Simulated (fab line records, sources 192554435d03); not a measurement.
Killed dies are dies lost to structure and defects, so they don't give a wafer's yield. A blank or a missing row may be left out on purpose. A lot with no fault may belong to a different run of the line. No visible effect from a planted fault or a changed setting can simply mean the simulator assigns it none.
What tool caused it? | flow n5 finfet | 10 lots, 30 wafers sampled, at 1 step of a route of 1938

WHAT THE GAUGES SHOWED, per wafer
N5_BEOL_M2_INSPECT_13: inspects for defects (brightfield).
lot  | measured     | on                | raw defect count
L075 | day 6 20:50  | defect inspect-01 | 400 375 503
L079 | day 7 17:40  | defect inspect-01 | 623 526 429
L080 | day 8 02:42  | defect inspect-01 | 504 258 356
L082 | day 8 21:23  | defect inspect-01 | 451 467 450
L084 | day 9 09:31  | defect inspect-01 | 355 309 339
L086 | day 9 21:29  | defect inspect-02 | 634 491 592
L088 | day 10 03:20 | defect inspect-02 | 447 561 456
L089 | day 10 15:13 | defect inspect-01 | 503 339 394
L092 | day 10 23:35 | defect inspect-01 | 394 353 320
L093 | day 11 13:16 | defect inspect-02 | 421 334 328

EACH LOT AND THE TOOL THAT RAN IT (in order: tool; ch and the chambers of the sampled wafers; start)
The record shows no process step preceding these readings.

THE ANSWER, worked out from the rows above alone
Rule: what is usual is taken from the lots themselves. The widest of any qualifying gaps counts: lots, ordered by their means at a reading, are off when they make up no more than a third of the lots, leave a main group of 4 or more, and stand apart from it by 3 or more times the standard deviation of that group's means. A main group whose means are all the same, to the digits that the tables above print for the reading, isn't used. Also off: a lot with no number at a reading for which 4 or more lots have one. Where the step has rows for the other lots, those lots are counted as sound.
Across all readings shown, no lot is off: no conclusion can be drawn from this.

WHAT THE SIMULATOR PUT IN
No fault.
